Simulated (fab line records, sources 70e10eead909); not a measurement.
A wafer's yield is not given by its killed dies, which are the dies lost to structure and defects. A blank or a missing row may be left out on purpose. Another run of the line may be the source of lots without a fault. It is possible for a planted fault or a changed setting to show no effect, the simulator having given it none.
Chamber matching || flow nand-harc || cmp-03 running NHARC_A_BONDPAD_CMP_29: 4 sister chambers
The step polishes SiCN, target thk 200 nm. 4 wafers are shown with their chamber, then 10 later ones without.

== WAFERS PAIRED WITH THEIR CHAMBERS ==
{"wafer": "L083.5", "chamber": 3, "motor-current-A (A)": 13.6}
{"wafer": "L089.1", "chamber": 0, "motor-current-A (A)": 12.9}
{"wafer": "L090.2", "chamber": 1, "motor-current-A (A)": 9.9}
{"wafer": "L090.3", "chamber": 2, "motor-current-A (A)": 12.2}

== WAFERS WHOSE CHAMBER IS MISSING ==
{"wafer": "L090.6", "motor-current-A (A)": 13.2}
{"wafer": "L093.2", "motor-current-A (A)": 12.0}
{"wafer": "L093.3", "motor-current-A (A)": 13.5}
{"wafer": "L093.5", "motor-current-A (A)": 13.3}
{"wafer": "L096.1", "motor-current-A (A)": 11.9}
{"wafer": "L096.3", "motor-current-A (A)": 13.1}
{"wafer": "L096.4", "motor-current-A (A)": 10.3}
{"wafer": "L097.2", "motor-current-A (A)": 13.1}
{"wafer": "L097.4", "motor-current-A (A)": 13.5}
{"wafer": "L097.5", "motor-current-A (A)": 10.2}

== CHAMBER TAKEN BY EACH ==
{"wafer": "L090.6", "from the rows above": "can't be placed: 0 or 3", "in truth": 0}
{"wafer": "L093.2", "from the rows above": 2, "in truth": 2}
{"wafer": "L093.3", "from the rows above": "can't be placed: 3 or 0", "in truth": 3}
{"wafer": "L093.5", "from the rows above": "can't be placed: 3 or 0", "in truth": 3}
{"wafer": "L096.1", "from the rows above": 2, "in truth": 2}
{"wafer": "L096.3", "from the rows above": "can't be placed: 0 or 3", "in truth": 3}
{"wafer": "L096.4", "from the rows above": 1, "in truth": 1}
{"wafer": "L097.2", "from the rows above": "can't be placed: 0 or 3", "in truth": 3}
{"wafer": "L097.4", "from the rows above": "can't be placed: 3 or 0", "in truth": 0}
{"wafer": "L097.5", "from the rows above": 1, "in truth": 1}
Correctly placed: 4 of 10. From these rows, 6 cannot be placed; in 6 the true chamber is one of the candidates. 0 placed wrongly.
How it was worked out, from the rows above alone: a wafer's distance from a chamber is the root of the sum, over the readings, of the square of ((its reading less the chamber's mean) divided by the reading's scatter). If the next closest chamber is less than 2 further off than the closest, the wafer can't be placed; otherwise it belongs to the closest. Each chamber's mean is taken over the wafers shown for it. The scatter: root of mean squared gap, hidden wafer to nearest shown wafer, with one shown wafer a chamber.
